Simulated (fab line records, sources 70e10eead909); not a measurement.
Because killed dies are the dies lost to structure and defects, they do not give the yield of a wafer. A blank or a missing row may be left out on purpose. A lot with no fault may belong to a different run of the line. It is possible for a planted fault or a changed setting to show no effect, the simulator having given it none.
Check for tools in common | flow nandHarc | 42 wafers sampled across 14 lots

## REASON IT WAS OPENED
On 2 of the 14 lots, a flag is raised at NHARC_A_ONON_D1_THK_MEAS_21 on the reading thkNm. Wafers without a fault read 1000 nm, standard deviation 9.6.
Rule: a lot is flagged in two cases, either no wafer of it has a number, or all its wafers with numbers fall more than 4 standard deviations from that mean. All remaining lots are regarded as sound.

lot  | measured     | on           | thkNm (nm), wafer by wafer | flag
L273 | day 8 20:55  | filmMetro-02 | 1016 1015 1015             | 
L275 | day 9 04:38  | filmMetro-01 | 990 992 990                | 
L277 | day 9 16:58  | filmMetro-01 | 1003 1003 1004             | 
L280 | day 9 23:47  | filmMetro-02 | 993 992 995                | 
L283 | day 10 23:31 | filmMetro-01 | 541 546 545                | FLAGGED
L285 | day 10 23:32 | filmMetro-02 | 1002 1000 1000             | 
L284 | day 11 06:11 | filmMetro-02 | 995 996 997                | 
L282 | day 11 06:13 | filmMetro-01 | 526 526 527                | FLAGGED
L288 | day 12 01:18 | filmMetro-01 | 1017 1019 1020             | 
L287 | day 12 01:19 | filmMetro-02 | 1016 1017 1018             | 
L289 | day 12 12:04 | filmMetro-01 | 998 997 1000               | 
L292 | day 12 22:16 | filmMetro-01 | 989 989 991                | 
L293 | day 13 14:59 | filmMetro-02 | 1007 1008 1006             | 
L294 | day 13 18:49 | filmMetro-02 | 986 988 987                | 
On average the flagged lots' numbers are 535 nm, which is -465 nm against the usual, or -48 standard deviations.

## WHICH TOOL EACH LOT WENT THROUGH
Before the reading, the record contains 3 process steps out of a 1159-step route. Read each cell as the tool, then ch plus the chambers that the sampled wafers visited, then the start.
lot  | flag    | NHARC_P_BONDPAD_CMP_19        | NHARC_A_ZERO_WELL_ETCH_13       | NHARC_A_ONON_D1_DEP_19
L273 |         | cmp-03 ch 0,2,3, day 7 06:05  | rieSi-01 ch 0,3, day 7 08:32    | pecvdOnon-02 ch 0, day 8 20:28
L275 |         | cmp-02 ch 0,1,2, day 7 17:26  | rieSi-04 ch 0,1,2, day 7 19:37  | pecvdOnon-03 ch 0, day 9 04:11
L277 |         | cmp-02 ch 0,3, day 8 05:30    | rieSi-04 ch 0,1, day 8 07:43    | pecvdOnon-02 ch 0, day 9 16:28
L280 |         | cmp-02 ch 0,1,2, day 8 14:38  | rieSi-01 ch 0,1,3, day 8 16:49  | pecvdOnon-03 ch 0, day 9 23:16
L283 | FLAGGED | cmp-01 ch 1,2,3, day 9 15:14  | rieSi-01 ch 0,1,2, day 9 17:23  | pecvdOnon-03 ch 0, day 10 23:00
L285 |         | cmp-02 ch 0,1,2, day 9 13:19  | rieSi-04 ch 0,1,2, day 9 15:32  | pecvdOnon-02 ch 0, day 10 23:01
L284 |         | cmp-02 ch 0,2,3, day 9 20:56  | rieSi-01 ch 0,2,3, day 9 23:02  | pecvdOnon-02 ch 0, day 11 05:44
L282 | FLAGGED | cmp-03 ch 1,3, day 9 19:05    | rieSi-03 ch 1,3, day 9 21:21    | pecvdOnon-03 ch 0, day 11 05:40
L288 |         | cmp-03 ch 0,2, day 10 16:08   | rieSi-04 ch 0,2, day 10 18:22   | pecvdOnon-04 ch 0, day 12 00:47
L287 |         | cmp-01 ch 0,1,3, day 10 14:10 | rieSi-03 ch 1,3, day 10 16:19   | pecvdOnon-02 ch 0, day 12 00:51
L289 |         | cmp-02 ch 1,3, day 11 00:35   | rieSi-04 ch 1,2, day 11 02:38   | pecvdOnon-04 ch 0, day 12 11:34
L292 |         | cmp-02 ch 0,1, day 11 11:13   | rieSi-01 ch 0,2,3, day 11 13:19 | pecvdOnon-04 ch 0, day 12 21:48
L293 |         | cmp-02 ch 0,1,3, day 12 01:58 | rieSi-03 ch 0,1,3, day 12 04:03 | pecvdOnon-03 ch 0, day 13 14:29
L294 |         | cmp-01 ch 1,2,3, day 12 08:44 | rieSi-03 ch 2,3, day 12 10:53   | pecvdOnon-04 ch 0, day 13 18:22
What is done by these steps:
- NHARC_P_BONDPAD_CMP_19: polishes, t overpolish 30 s, cu recess touch 16 s, target thk 160.81 nm.
- NHARC_A_ZERO_WELL_ETCH_13: etches the open film in HBr/Cl2, target depth 120 nm, time 40.1 s.
- NHARC_A_ONON_D1_DEP_19: target thk 1000 nm.
- NHARC_A_ONON_D1_THK_MEAS_21: measures by ellipsometry.

## FLAGGED AGAINST TOTAL, ONE TOOL AT A TIME (gauges that did the reading follow at the end)
step                        | tool         | lots run | flagged | share of the flagged lots | sound lots run after its first flagged lot
NHARC_P_BONDPAD_CMP_19      | cmp-01       | 3        | 1       | some                      | 2 (L287,L294)
NHARC_P_BONDPAD_CMP_19      | cmp-02       | 8        | 0       | none                      | -
NHARC_P_BONDPAD_CMP_19      | cmp-03       | 3        | 1       | some                      | 1 (L288)
NHARC_A_ZERO_WELL_ETCH_13   | rieSi-01     | 5        | 1       | some                      | 2 (L284,L292)
NHARC_A_ZERO_WELL_ETCH_13   | rieSi-03     | 4        | 1       | some                      | 3 (L287,L293,L294)
NHARC_A_ZERO_WELL_ETCH_13   | rieSi-04     | 5        | 0       | none                      | -
NHARC_A_ONON_D1_DEP_19      | pecvdOnon-02 | 5        | 0       | none                      | -
NHARC_A_ONON_D1_DEP_19      | pecvdOnon-03 | 5        | 2       | all                       | 1 (L293)
NHARC_A_ONON_D1_DEP_19      | pecvdOnon-04 | 4        | 0       | none                      | -
NHARC_A_ONON_D1_THK_MEAS_21 | filmMetro-01 | 7        | 2       | all                       | 3 (L288,L289,L292)
NHARC_A_ONON_D1_THK_MEAS_21 | filmMetro-02 | 7        | 0       | none                      | -

## WHAT THE TABLE ALLOWS
Every flagged lot went through 2 rows of the table: pecvdOnon-03 at NHARC_A_ONON_D1_DEP_19 and filmMetro-01 at NHARC_A_ONON_D1_THK_MEAS_21.
- pecvdOnon-03 at NHARC_A_ONON_D1_DEP_19 ran 5 lots, 2 of them flagged. After the first flagged lot (L293), sound lots still ran on it; a lasting fault on the whole tool would not permit that.
- filmMetro-01 at NHARC_A_ONON_D1_THK_MEAS_21 ran 7 lots, 2 of them flagged. After the first flagged lot (L288, L289, L292), sound lots still ran on it; a lasting fault on the whole tool would not permit that.
Not one row of the table ran every flagged lot while running no sound lot after the first.

## WHAT WAS PUT IN BY THE SIMULATOR
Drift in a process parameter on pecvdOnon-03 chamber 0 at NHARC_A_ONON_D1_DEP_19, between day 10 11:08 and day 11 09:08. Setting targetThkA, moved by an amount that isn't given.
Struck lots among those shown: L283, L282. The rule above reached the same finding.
